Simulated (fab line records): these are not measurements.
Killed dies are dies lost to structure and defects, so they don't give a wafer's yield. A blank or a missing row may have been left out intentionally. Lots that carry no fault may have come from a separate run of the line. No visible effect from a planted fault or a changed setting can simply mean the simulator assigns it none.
Lot-split experiment + flow n5_finfet + 39 wafers read across 7 lots, on a route 1938 steps long

## THE SPLIT
At N5_SD_EPI_N_DEVELOP_08 (develop time 30 s), the setting develop_time_s was moved away from the recipe's 30 s on 12 of the 39 wafers read, by -48.9% to +40.5%. All remaining wafers had this setting at the recipe value.

The file shows no step between the split and the reading.

## THE READING
At N5_SD_EPI_N_CD_MEAS_09: cd_nm in nanometres, against a target cd of 120 nm. Fault-free wafers of this fab line usually give 120.0 nm, standard deviation 0.72 nm.

| wafer  | tool, chamber at the split | develop_time_s as run, s | against the recipe | cd_nm, nm | against lot-mates on the recipe |
|--------|----------------------------|--------------------------|--------------------|-----------|---------------------------------|
| L075.1 | litho_track-04, 0          | 42.16                    | +40.5%             | 121.2     | +1.0                            |
| L075.2 | litho_track-04, 0          | 30                       | recipe             | 120.0     | -                               |
| L075.3 | litho_track-04, 0          | 30                       | recipe             | 120.3     | -                               |
| L075.4 | litho_track-04, 0          | 42.16                    | +40.5%             | 122.0     | +1.8                            |
| L075.5 | litho_track-04, 0          | 30                       | recipe             | 120.4     | -                               |
| L075.6 | litho_track-04, 0          | 42.16                    | +40.5%             | 122.2     | +2.0                            |
| L076.1 | litho_track-05, 0          | 30                       | recipe             | 119.5     | -                               |
| L076.2 | litho_track-05, 0          | 30                       | recipe             | 119.5     | -                               |
| L076.3 | litho_track-05, 0          | 25.28                    | -15.7%             | 118.7     | -0.8                            |
| L076.4 | litho_track-05, 0          | 25.28                    | -15.7%             | 118.1     | -1.4                            |
| L076.5 | litho_track-05, 0          | 25.28                    | -15.7%             | 118.1     | -1.4                            |
| L076.6 | litho_track-05, 0          | 30                       | recipe             | 119.5     | -                               |
| L085.1 | litho_track-04, 0          | 30                       | recipe             | 121.2     | -                               |
| L085.2 | litho_track-04, 0          | 30                       | recipe             | 120.6     | -                               |
| L085.3 | litho_track-04, 0          | 30                       | recipe             | 120.0     | -                               |
| L085.4 | litho_track-04, 0          | 30                       | recipe             | 120.9     | -                               |
| L085.5 | litho_track-04, 0          | 30                       | recipe             | 121.2     | -                               |
| L085.6 | litho_track-04, 0          | 30                       | recipe             | 119.9     | -                               |
| L089.1 | litho_track-05, 0          | 30                       | recipe             | 119.2     | -                               |
| L089.2 | litho_track-05, 0          | 30                       | recipe             | 118.5     | -                               |
| L089.3 | litho_track-05, 0          | 30                       | recipe             | 118.8     | -                               |
| L092.1 | litho_track-04, 0          | 30                       | recipe             | 119.3     | -                               |
| L092.2 | litho_track-04, 0          | 40.72                    | +35.7%             | 121.9     | +2.8                            |
| L092.3 | litho_track-04, 0          | 30                       | recipe             | 118.2     | -                               |
| L092.4 | litho_track-04, 0          | 40.72                    | +35.7%             | 122.0     | +2.9                            |
| L092.5 | litho_track-04, 0          | 30                       | recipe             | 119.8     | -                               |
| L092.6 | litho_track-04, 0          | 40.72                    | +35.7%             | 122.1     | +3.0                            |
| L095.1 | litho_track-02, 0          | 30                       | recipe             | 121.1     | -                               |
| L095.2 | litho_track-02, 0          | 30                       | recipe             | 121.4     | -                               |
| L095.3 | litho_track-02, 0          | 15.32                    | -48.9%             | 117.3     | -3.7                            |
| L095.4 | litho_track-02, 0          | 15.32                    | -48.9%             | 116.8     | -4.2                            |
| L095.5 | litho_track-02, 0          | 30                       | recipe             | 120.5     | -                               |
| L095.6 | litho_track-02, 0          | 15.32                    | -48.9%             | 116.9     | -4.1                            |
| L097.1 | litho_track-05, 0          | 30                       | recipe             | 119.8     | -                               |
| L097.2 | litho_track-05, 0          | 30                       | recipe             | 119.2     | -                               |
| L097.3 | litho_track-05, 0          | 30                       | recipe             | 119.2     | -                               |
| L097.4 | litho_track-05, 0          | 30                       | recipe             | 120.0     | -                               |
| L097.5 | litho_track-05, 0          | 30                       | recipe             | 119.5     | -                               |
| L097.6 | litho_track-05, 0          | 30                       | recipe             | 120.2     | -                               |

THE FIT
A straight line over all 39 wafers: cd_nm changes by +0.0575 nm for each +1% of develop_time_s; r = +0.85; the points scatter about the line by 0.75 nm.
The same after taking each lot's own level away (the mean of its wafers on the recipe; 39 wafers): +0.0689 nm for each +1%; r = +0.94; scatter 0.55 nm.
According to that fit, moving develop_time_s by its largest amount changes the reading by 3.4 nm.
The lots' own levels span 118.83 to 121.00 nm, that is 3.0 times the standard deviation above.
So the lot-to-lot level changes the slope: the two fits differ.
Check: -3.44 nm against its lot-mates is what the line predicts for one of the wafers moved furthest among these (-48.9%) when that wafer is left out of the fit. It came out at -3.7 nm against them.

## THE WHOLE CHAIN: every reading that the file lists as answering this split, in the file's order
| step                   | what it does             | reading                                                         | change (the file's fit)                | r (the file's) |
|------------------------|--------------------------|-----------------------------------------------------------------|----------------------------------------|----------------|
| N5_SD_EPI_N_CD_MEAS_09 | target cd 120 nm         | cd_nm                                                           | +0.0684 nm for each +1% of the setting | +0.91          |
| N5_SD_EPI_N_DESCUM_14  | chemistry O2, time 7.9 s | SD_EPI_N.cd_nm (the simulator's own value, which no gauge read) | +0.0663 nm for each +1% of the setting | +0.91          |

## THE FILE'S OWN FIT
cd_nm changes by +0.0684 nm for each +1% of develop_time_s, r = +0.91.
